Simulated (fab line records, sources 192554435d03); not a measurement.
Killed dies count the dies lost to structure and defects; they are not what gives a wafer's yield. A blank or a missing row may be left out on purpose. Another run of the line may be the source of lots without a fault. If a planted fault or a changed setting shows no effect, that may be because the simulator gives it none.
Split-lot trial + flow n5Finfet + route with 1938 steps; 7 lots, 21 wafers read

ON THE SPLIT
At N5_BEOL_M3_VIA_ETCH_34 (etches the open film in C4F6/O2, target depth 69.4 nm, time 65.9 s), the setting timeS was moved away from the recipe's 65.9 s on 9 of the 21 wafers read, by -22.4% to +16.9%. All remaining wafers had this setting at the recipe value.

The split's own step is where the reading is taken.

THE READING
SOC_of_BEOL_M3_COAT_67.thkNm (the simulator's own value, which no gauge read), in nm, at N5_BEOL_M3_VIA_ETCH_34 (etches the open film in C4F6/O2, target depth 69.4 nm, time 65.9 s). The file gives no usual value for it. The 12 wafers here that ran the recipe average 51.9 nm, standard deviation 0.25 nm.

| wafer  | tool, chamber at the split | timeS as run, s | against the recipe | SOC_of_BEOL_M3_COAT_67.thkNm, nm | against lot-mates on the recipe |
|--------|----------------------------|-----------------|--------------------|----------------------------------|---------------------------------|
| L076.2 | rieDiel-02, 1              | 58.09           | -11.9%             | 52.8                             | +1.0                            |
| L076.4 | rieDiel-02, 1              | 65.9            | recipe             | 51.8                             | -                               |
| L076.5 | rieDiel-02, 3              | 58.09           | -11.9%             | 52.8                             | +1.0                            |
| L078.4 | rieDiel-02, 2              | 72.43           | +9.9%              | 51                               | -0.9                            |
| L078.5 | rieDiel-02, 0              | 65.9            | recipe             | 52                               | -                               |
| L078.6 | rieDiel-02, 3              | 65.9            | recipe             | 51.8                             | -                               |
| L080.2 | rieDiel-05, 2              | 51.15           | -22.4%             | 53.8                             | +2.0                            |
| L080.3 | rieDiel-05, 3              | 65.9            | recipe             | 51.8                             | -                               |
| L080.4 | rieDiel-05, 0              | 51.15           | -22.4%             | 53.4                             | +1.6                            |
| L088.1 | rieDiel-06, 3              | 65.9            | recipe             | 52.4                             | -                               |
| L088.2 | rieDiel-06, 0              | 57.52           | -12.7%             | 53                               | +0.8                            |
| L088.4 | rieDiel-06, 2              | 65.9            | recipe             | 52                               | -                               |
| L087.1 | rieDiel-06, 0              | 65.9            | recipe             | 52.2                             | -                               |
| L087.2 | rieDiel-06, 3              | 65.9            | recipe             | 52.2                             | -                               |
| L087.5 | rieDiel-06, 1              | 77.06           | +16.9%             | 51                               | -1.2                            |
| L089.1 | rieDiel-06, 2              | 65.9            | recipe             | 51.4                             | -                               |
| L089.3 | rieDiel-06, 3              | 65.9            | recipe             | 52                               | -                               |
| L089.4 | rieDiel-06, 1              | 65.9            | recipe             | 51.8                             | -                               |
| L097.1 | rieDiel-06, 2              | 65.9            | recipe             | 51.8                             | -                               |
| L097.3 | rieDiel-06, 3              | 56.57           | -14.2%             | 53.4                             | +1.6                            |
| L097.5 | rieDiel-06, 3              | 56.57           | -14.2%             | 53.6                             | +1.8                            |

THE FIT
A straight line over all 21 wafers: SOC_of_BEOL_M3_COAT_67.thkNm changes by -0.0782 nm for each +1% of timeS; r = -0.94; the points scatter about the line by 0.27 nm.
The same after taking each lot's own level away (the mean of its wafers on the recipe; 21 wafers): -0.0848 nm for each +1%; r = -0.96; scatter 0.23 nm.
On that fit, the largest move of timeS shifts the reading by 1.9 nm.
The lots' own levels span 51.73 to 52.20 nm, that is 1.9 times the standard deviation above.
Hence the lot-to-lot level has little effect on the slope; both slopes agree.
Check: with one of the wafers moved furthest among these (-22.4%) left out of the fit, the line predicts +1.91 nm for it against its lot-mates. It came out at +2 nm against them.

ADDITIONAL SPLITS CARRIED BY THESE WAFERS
Other splits were also applied to these wafers ahead of the reading. Each is held against what the fit with the lots' levels taken away leaves over:
| other split on the same wafers | wafers away from the commonest value | r with SOC_of_BEOL_M3_COAT_67.thkNm (lot level and that fit taken away) |
|--------------------------------|--------------------------------------|-------------------------------------------------------------------------|
| N5_BEOL_M0_ETCH_138 sourceW    | 7                                    | -0.18                                                                   |
| N5_BEOL_M2_ILD_DEP_00 timeS    | 9                                    | +0.15                                                                   |
| N5_BEOL_M2_DESCUM_16 timeS     | 8                                    | -0.05                                                                   |
| N5_BEOL_M2_ETCH_74 sourceW     | 6                                    | +0.14                                                                   |
| N5_BEOL_M3_ILD_DEP_00 timeS    | 7                                    | -0.41                                                                   |
| N5_BEOL_M3_EXPOSE_08 doseMj    | 4                                    | +0.37                                                                   |

THE WHOLE CHAIN: every reading that the file lists as answering this split, in the file's order
| step                   | what it does                                                       | reading                                                                       | change (the file's fit)                | r (the file's) |
|------------------------|--------------------------------------------------------------------|-------------------------------------------------------------------------------|----------------------------------------|----------------|
| N5_BEOL_M3_VIA_ETCH_34 | etches the open film in C4F6/O2, target depth 69.4 nm, time 65.9 s | etch.depthNm (the simulator's own value, which no gauge read)                 | +0.729 nm for each +1% of the setting  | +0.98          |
| N5_BEOL_M3_VIA_ETCH_34 | etches the open film in C4F6/O2, target depth 69.4 nm, time 65.9 s | SOC_of_BEOL_M3_COAT_67.thkNm (the simulator's own value, which no gauge read) | -0.0833 nm for each +1% of the setting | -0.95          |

FILE'S OWN FIT
SOC_of_BEOL_M3_COAT_67.thkNm changes by -0.0833 nm for each +1% of timeS, r = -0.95.
